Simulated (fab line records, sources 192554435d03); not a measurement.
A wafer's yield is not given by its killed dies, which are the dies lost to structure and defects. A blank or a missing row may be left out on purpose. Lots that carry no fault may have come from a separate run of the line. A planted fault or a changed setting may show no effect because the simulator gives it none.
2 desks looking at one fault || flow n5_finfet || what lay behind the numbers comes last; until then each desk has only its own

DESK OF THE TOOL OWNER: pvd_sputter-01
The tool's own readings at N5_BEOL_M12_SPUTTER_44 (material Ta, target thk 10 nm, time 16.13 s): means of the sampled wafers that have a number, for each lot that ran on this tool. Any lot whose mean is over 4 standard deviations away from the usual mean is out of limits and marked OUT; that distance is given in the brackets.
Columns: A = cathode_dc_power_W at N5_BEOL_M12_SPUTTER_44, usual 15000 W; B = throttle_valve_pct at N5_BEOL_M12_SPUTTER_44, usual 29.5 %
{"lot": "L430", "first seen here": "day 10 12:02", "A": 15000, "B": 29.6}
{"lot": "L434", "first seen here": "day 11 22:29", "A": 14998, "B": 29.3}
{"lot": "L438", "first seen here": "day 13 12:16", "A": "14402 (-99 or more) OUT", "B": 29.4}
{"lot": "L440", "first seen here": "day 14 01:10", "A": "14405 (-99 or more) OUT", "B": 29.4}
This desk finds L438, L440 out of limits, L438 being first, at day 13 12:16 (cathode_dc_power_W at N5_BEOL_M12_SPUTTER_44). In limits: L430, L434.

AT THE METROLOGY DESK
What the gauges read, lot by lot, whatever tool the lot ran on: means of the sampled wafers that have a number. Any lot whose mean is over 4 standard deviations away from the usual mean is out of limits and marked OUT; that distance is given in the brackets.
Columns: A = trench_depth_nm at N5_BEOL_M12_OCD_MEAS_35, usual 320 nm; B = M12_THK at N5_BEOL_M12_THK_MEAS_50, usual 323 nm
{"lot": "L430", "first seen here": "day 10 11:10", "A": 319, "B": 322}
{"lot": "L431", "first seen here": "day 11 00:10", "A": 322, "B": 322}
{"lot": "L434", "first seen here": "day 11 21:49", "A": 319, "B": 322}
{"lot": "L436", "first seen here": "day 12 00:33", "A": 318, "B": 321}
{"lot": "L438", "first seen here": "day 13 04:23", "A": 320, "B": 326}
{"lot": "L439", "first seen here": "day 13 15:53", "A": 319, "B": 323}
{"lot": "L440", "first seen here": "day 14 00:28", "A": 316, "B": 320}
{"lot": "L445", "first seen here": "day 14 23:01", "A": 321, "B": 319}
{"lot": "L448", "first seen here": "day 15 15:24", "A": 316, "B": 318}
{"lot": "L453", "first seen here": "day 17 18:42", "A": 318, "B": 323}
This desk found nothing out of limits on any of the 10 lots.

PUT TOGETHER
At day 13 12:16, on L438, L440, the tool owner's desk was in a position to raise an alarm.
The metrology desk saw nothing out of limits.
The metrology desk has L438, L440 on record, within its limits.
All the named lots went through N5_BEOL_M12_SPUTTER_44 on pvd_sputter-01.

WHAT THE SIMULATOR PUT IN
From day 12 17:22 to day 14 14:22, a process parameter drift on pvd_sputter-01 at N5_BEOL_M12_SPUTTER_44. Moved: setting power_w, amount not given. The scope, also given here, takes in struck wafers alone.
Lots struck among those shown: L438, L440.
How many hours passed from the start of the fault until each desk's first out-of-limits reading: the tool owner's desk, 19.
